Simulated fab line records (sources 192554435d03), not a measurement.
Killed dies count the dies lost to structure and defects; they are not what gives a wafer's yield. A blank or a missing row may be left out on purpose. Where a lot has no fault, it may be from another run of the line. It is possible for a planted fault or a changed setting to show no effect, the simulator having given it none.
Problem report, 8D (eight disciplines) form, completed by code | flow n5_finfet | the parts of the form that need people (team, actions taken, sign-off) are left out

== 1. WHAT IS WRONG ==
At N5_MOL_CONTACT_COAG_STRIP_96, power_w averages 429.8 W over 6 wafers from 2 lots, while fault-free wafers read 500.0 W, standard deviation 1.5. Measured from the usual mean, that is -47 standard deviations.
The step: strips in N2/H2.
First seen on wafer L341.2, day 7 17:43, on rie_diel-03. The record holds 36 wafers of 12 lots with a number at this step. The rule behind "out" and "out of limits": a value lying over 4 standard deviations away from the usual mean. The other wafers with a number count as sound.

== 2. WHAT IT IS; WHAT IT IS NOT ==
question                    | is                     | is not
which readings at this step | power_w                | drypump_motor_current_A, oes_product_au, rf_vpp_V, showerhead_plenum_p_Torr, throttle_valve_pct
which lots                  | L341, L344             | L331, L335, L336, L338, L339, L340, L349, L352, L353, L354
which wafers of those lots  | all that have a number | -
read on which tools         | rie_diel-03            | rie_diel-01, rie_diel-04
when                        | from day 7 17:43       | up to then (18 sound wafers); but 12 sound wafers of L349, L352, L353, L354 came after

== 3. WHAT RULES OUT EACH SUSPECT ==
Counting: a tool stays on the suspect list if, at a process step up to the reading, it processed all lots that are out and no sound lot following the first of them.
- pvd_sputter-01 at N5_MOL_CONTACT_COAG_PRE_CLEAN_142 (time 60 s): ruled out as a lasting fault. Following L341 (day 7 10:25), the first lot on it that is out, the sound lots L354 were run on it.
- pvd_sputter-01 at N5_MOL_CONTACT_COAG_SPUTTER_130 (material Co, target thk 47.5 nm): ruled out as a lasting fault. Following L341 (day 7 10:29), the first lot on it that is out, the sound lots L354 were run on it.
- rie_diel-03 at N5_MOL_CONTACT_COAG_STRIP_96 (strips in N2/H2): kept. Every lot that is out went through it, starting with L341 (day 7 17:43), and after that it ran no sound lot; the last sound lot it ran before then is L340 (day 7 11:34). Its own power_w readings are out on those wafers.
Left after counting: rie_diel-03 at N5_MOL_CONTACT_COAG_STRIP_96.

== 4. THE CAUSE (what the simulator had put in) ==
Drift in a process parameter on rie_diel-03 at N5_MOL_CONTACT_COAG_STRIP_96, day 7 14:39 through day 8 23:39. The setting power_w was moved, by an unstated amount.
Only this tool survived the counting.

== 5. SEQUENCE OF EFFECTS, ordered by route ==
One row per reading whose mean, taken over the struck wafers that have a number, lies over 3 standard deviations from the usual. Only readings whose record carries a usual standard deviation are examined. hours: median over the lots of the time between each lot's start at the first step of this table that gives one and its start at this step. sigmas: the change, counted in usual standard deviations.
hours | step                         | reading | usual   | on struck wafers | change | sigmas
0     | N5_MOL_CONTACT_COAG_STRIP_96 | power_w | 500.0 W | 429.8            | -70.2  | -47
Its process steps:
- N5_MOL_CONTACT_COAG_STRIP_96: strips in N2/H2.

== 6. WHAT WOULD HAVE CAUGHT IT SOONER ==
In this record no reading fell out of limits until day 7 17:43, 3 hours after the fault had begun at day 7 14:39.
